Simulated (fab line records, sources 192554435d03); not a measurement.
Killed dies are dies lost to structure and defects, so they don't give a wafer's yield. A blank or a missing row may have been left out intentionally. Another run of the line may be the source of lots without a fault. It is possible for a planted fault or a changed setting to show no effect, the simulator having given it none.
A lot that was struck, set against a sound lot	flow n5-finfet	15 out of 1938 route steps
Sound: wafers L167.1, L167.4, L167.5. Struck: wafers L156.3, L156.5 (left out: L156.4, a lot-mate that was not struck); the cause follows at the end.
Each step with rows lists, per side, the tool, then ch with its chambers, then its first start. Under that, the readings that differ: sound wafers	struck wafers	difference of the means	sigmas: that difference in standard deviations of wafers without a fault.
alike: a reading whose means differ by less than 2 such deviations, as well as words and numbers matching on both sides. not compared: withheld readings; readings where some wafer has no value; bounds like >300 that might hide an equal value; numbers whose values overlap and for which the record gives no deviation.
The two part at a step that has a row with sigmas, a row that says differs or no value, or rows on one side only. Non-overlapping numbers with no deviation appear without sigmas and do not part them. A reading that every wafer of one side lacks parts them only if that side has two wafers or more.

N5_HKMG_FIN_DESCUM_53: chemistry O2, time 7.9 s.
  sound on rie-diel-03 ch 1,2,3, day 9 02:17; struck on rie-diel-02 ch 1, day 6 11:22
  alike: drypump-motor-current-A, oes-product-au, rf-vpp-V, showerhead-plenum-p-Torr, throttle-valve-pct
  not compared: rf-hours-counter-h
N5_HKMG_FIN_ETCH_54: etches SiARC in CF4, target depth 45.5 nm, time 75.8 s.
  sound on rie-diel-03 ch 1,2,3, day 9 02:19; struck on rie-diel-02 ch 1, day 6 11:25
  alike: drypump-motor-current-A, etch-rf-on-time-s, oes-product-au, rf-vpp-V, showerhead-plenum-p-Torr, throttle-valve-pct
  not compared: rf-hours-counter-h
then, 3 steps without rows for these wafers: N5_HKMG_FIN_ETCH_55 (etches SOC in N2/H2, target depth 240 nm, time 300 s); N5_HKMG_FIN_STRIP_56 (strips in N2/H2); N5_HKMG_FIN_STRIP_57 (strips in CF4).
N5_HKMG_FIN_ETCH_58: etches SOC in N2/H2, target depth 215.8 nm, time 741 s.
  sound on rie-diel-03 ch 1,2,3, day 9 02:35; struck on rie-diel-02 ch 1, day 6 11:40
reading	sound	struck	difference	sigmas
h2-flow-sccm (sccm)	199.3 199.6 198.5	200.8 200.8	+1.7	+3
  alike: drypump-motor-current-A, oes-product-au, rf-vpp-V, showerhead-plenum-p-Torr, throttle-valve-pct
  not compared: rf-hours-counter-h
N5_HKMG_FIN_STRIP_93: strips SOC in N2/H2, time 20 s.
  sound on rie-diel-03 ch 1,2,3, day 9 03:00; struck on rie-diel-02 ch 1, day 6 12:06
  alike: drypump-motor-current-A, h2-flow-sccm, oes-product-au, rf-vpp-V, showerhead-plenum-p-Torr, throttle-valve-pct
  not compared: rf-hours-counter-h
then, 1 step without rows for these wafers: N5_HKMG_FIN_WET_ETCH_76 (etches Al2O3 in dNH4OH, stops on La2O3, target depth 2.25 nm, rinse time 30 s).
N5_HKMG_FIN_STRIP_60: strips in N2/H2, time 360 s.
  sound on plasma-asher-02 ch 0,1, day 9 03:09; struck on plasma-asher-01 ch 0,1, day 6 12:22
  alike: drypump-motor-current-A, h2-flow-sccm, heater-power-w
  not compared: rf-hours-counter-h
then, 3 steps without rows for these wafers: N5_HKMG_FIN_WET_ETCH_77 (etches La2O3 in dHCl, stops on HfO2, target depth 2 nm); N5_HKMG_FIN_WET_ETCH_78 (etches Al2O3 in dNH4OH, stops on La2O3, target depth 4.5 nm, rinse time 30 s); N5_HKMG_FIN_ALD_79 (deposits TiN, target thk 1.5 nm, pulse time 1 s, purge time 3 s).
N5_HKMG_FIN_CVD_62: deposits a-Si from Si2H6, target thk 3 nm, time 20.8 s.
  sound on thermal-cvd-si-02 ch 0,1,2, day 9 04:01; struck on thermal-cvd-si-01 ch 1, day 6 13:07
reading	sound	struck	difference	sigmas
susceptor-temp-C (C)	499.86 499.71 499.80	481.60 481.67	-18.16	-76
model.a-Si_of_HKMG_FIN_CVD_62.thk-nm (nm)	3 3 3	1.8 1.8	-1.2	
  alike: heater-power-w
then, 1 step without rows for these wafers: N5_HKMG_FIN_RTA_80 (time 2 s).
-- the record jumps here: 5 days lie between the struck wafers' starts before and after (it left off in module HKMG_FIN and takes up again in module BEOL_M4, whose first step shown is number 1111 of the route) --
N5_BEOL_M4_RC_MEAS_101:
  sound on prober-01 ch 0, day 14 09:37; struck on prober-02 ch 0, day 11 17:19
reading	sound	struck	difference	sigmas
IOFF_P (nA/um)	0.32 0.24 0.24	0.17 0.18	-0.09	-2
ION_P (uA/um)	475 467 477	455 457	-17	-2
SS_N (mV/dec)	72.6 72.0 71.2	70.6 70.7	-1.3	-2
VT_N (mV)	241 247 247	253 253	+8	+2
VT_P (mV)	-243 -247 -246	-254 -253	-8	-2
  alike: DIBL_N, DIBL_P, IOFF_N, ION_N, SS_P

## WHERE THEY PART
First at N5_HKMG_FIN_ETCH_58; last, within this record, at N5_BEOL_M4_RC_MEAS_101.

WHY: what had been put in by the simulator
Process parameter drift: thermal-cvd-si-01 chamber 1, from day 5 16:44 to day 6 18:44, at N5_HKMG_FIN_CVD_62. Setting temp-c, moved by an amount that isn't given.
